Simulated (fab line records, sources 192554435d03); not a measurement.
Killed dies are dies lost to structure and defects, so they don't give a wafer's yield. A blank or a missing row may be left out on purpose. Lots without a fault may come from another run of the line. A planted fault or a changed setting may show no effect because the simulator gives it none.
Split-lot experiment | flow n5_finfet | 7 lots, 21 wafers read, on a route of 1938 steps

THE SPLIT
At N5_ZERO_LAYER_PECVD_02 (deposits SiO2 from SiH4/N2O, target thk 10 nm, time 6 s), the setting time_s was moved away from the recipe's 6 s on 7 of the 21 wafers read, by -13.6% to +12.3%. The other wafers ran this setting at the recipe's value.

The reading is taken at the split's own step.

THE READING
SiO2_of_ZERO_LAYER_PECVD_02.thk_nm (the simulator's own value, which no gauge read), in nm, at N5_ZERO_LAYER_PECVD_02 (deposits SiO2 from SiH4/N2O, target thk 10 nm, time 6 s). The file gives no usual value for it. The 14 wafers here that ran the recipe average 9.968 nm, standard deviation 0.11 nm.

wafer  | tool, chamber at the split | time_s as run, s | against the recipe | SiO2_of_ZERO_LAYER_PECVD_02.thk_nm, nm | against lot-mates on the recipe
L074.2 | pecvd-04, 1                | 6                | recipe             | 10.01                                  | -
L074.3 | pecvd-04, 2                | 6.737            | +12.3%             | 10.93                                  | +0.933
L074.5 | pecvd-04, 2                | 6                | recipe             | 9.984                                  | -
L076.1 | pecvd-02, 2                | 6                | recipe             | 9.817                                  | -
L076.4 | pecvd-02, 2                | 5.436            | -9.4%              | 9.064                                  | -0.915
L076.6 | pecvd-02, 0                | 6                | recipe             | 10.14                                  | -
L077.1 | pecvd-02, 0                | 6                | recipe             | 10.02                                  | -
L077.3 | pecvd-02, 1                | 5.771            | -3.8%              | 9.387                                  | -0.633
L077.5 | pecvd-02, 0                | 5.771            | -3.8%              | 9.768                                  | -0.252
L082.2 | pecvd-01, 2                | 6                | recipe             | 9.698                                  | -
L082.3 | pecvd-01, 0                | 6                | recipe             | 9.949                                  | -
L082.6 | pecvd-01, 2                | 6                | recipe             | 10.06                                  | -
L086.1 | pecvd-04, 0                | 6                | recipe             | 10.07                                  | -
L086.2 | pecvd-04, 2                | 6.571            | +9.5%              | 10.95                                  | +0.880
L086.5 | pecvd-04, 1                | 6.571            | +9.5%              | 10.97                                  | +0.900
L091.1 | pecvd-02, 0                | 6                | recipe             | 9.905                                  | -
L091.2 | pecvd-02, 2                | 6                | recipe             | 10.12                                  | -
L091.6 | pecvd-02, 1                | 6                | recipe             | 9.94                                   | -
L097.1 | pecvd-04, 0                | 5.184            | -13.6%             | 8.415                                  | -1.505
L097.4 | pecvd-04, 0                | 6                | recipe             | 9.918                                  | -
L097.5 | pecvd-04, 2                | 6                | recipe             | 9.921                                  | -

THE FIT
A straight line over all 21 wafers: SiO2_of_ZERO_LAYER_PECVD_02.thk_nm changes by +0.0998 nm for each +1% of time_s; r = +0.97; the points scatter about the line by 0.14 nm.
The same after taking each lot's own level away (the mean of its wafers on the recipe; 21 wafers): +0.0959 nm for each +1%; r = +0.97; scatter 0.13 nm.
On that fit, the largest move of time_s shifts the reading by 1.3 nm.
The lots' own levels span 9.9023 to 10.0700 nm, that is 1.5 times the standard deviation above.
So the lot-to-lot level changes the slope little: the two slopes agree.
Check: with one of the wafers moved furthest among these (-13.6%) left out of the fit, the line predicts -1.25 nm for it against its lot-mates. It came out at -1.5 nm against them.

THE FILE'S OWN FIT
SiO2_of_ZERO_LAYER_PECVD_02.thk_nm changes by +0.0956 nm for each +1% of time_s, r = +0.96.
